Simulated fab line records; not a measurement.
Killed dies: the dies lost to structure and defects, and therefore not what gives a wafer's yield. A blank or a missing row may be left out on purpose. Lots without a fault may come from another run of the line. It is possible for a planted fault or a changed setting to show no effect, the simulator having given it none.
Matching of chambers    flow nand-harc    4 sister chambers for NHARC_P_STI_CMP_21 on cmp-03
The step polishes, t overpolish 20 s, target thk 380.67 nm. 7 wafers are shown with their chamber, then 7 later ones without.

WAFERS PAIRED WITH THEIR CHAMBERS
wafer   chamber  slurry-flow-ml-min  motor-current-A (A)
L622.4  2        148.8               10.7
L632.2  1        150.4               11.3
L634.2  0        149.7               11.7
L634.3  3        149.7               11.1
L634.4  1        149.4               11.6
L636.2  0        150.3               11.0
L636.4  3        150.6               11.0

WAFERS WITHOUT THEIR CHAMBER
wafer   slurry-flow-ml-min  motor-current-A (A)
L636.5  150.1               10.7
L637.1  150.1               10.3
L637.2  149.1               11.9
L637.3  150.7               11.1
L639.3  150.3               11.1
L639.4  149.3               10.7
L639.6  150.0               10.8

EACH ONE'S CHAMBER
wafer   from the rows above                in truth
L636.5  can't be placed: 3 or 0 or 2 or 1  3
L637.1  can't be placed: 3 or 2 or 0 or 1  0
L637.2  can't be placed: 1 or 0 or 3 or 2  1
L637.3  can't be placed: 3 or 0 or 1       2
L639.3  can't be placed: 3 or 0 or 1       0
L639.4  can't be placed: 2 or 3 or 0 or 1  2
L639.6  can't be placed: 3 or 0 or 2 or 1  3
Placed correctly: 0 of 7. Cannot be placed on the basis of these rows: 7; the candidates contain the true chamber in 6. Wrongly placed: 0.
How it was worked out, from the rows above alone: a wafer's distance from a chamber is the root of the sum, over the readings, of the square of ((its reading less the chamber's mean) divided by the reading's scatter). The wafer belongs to the nearest chamber; if the next one is less than 2 further off, it can't be placed. Each chamber's mean is taken over the wafers shown for it. How the scatter is found: for the shown wafers, subtract from each reading the mean of its chamber, square and add these, divide the total by (wafers less chambers), then take the root.
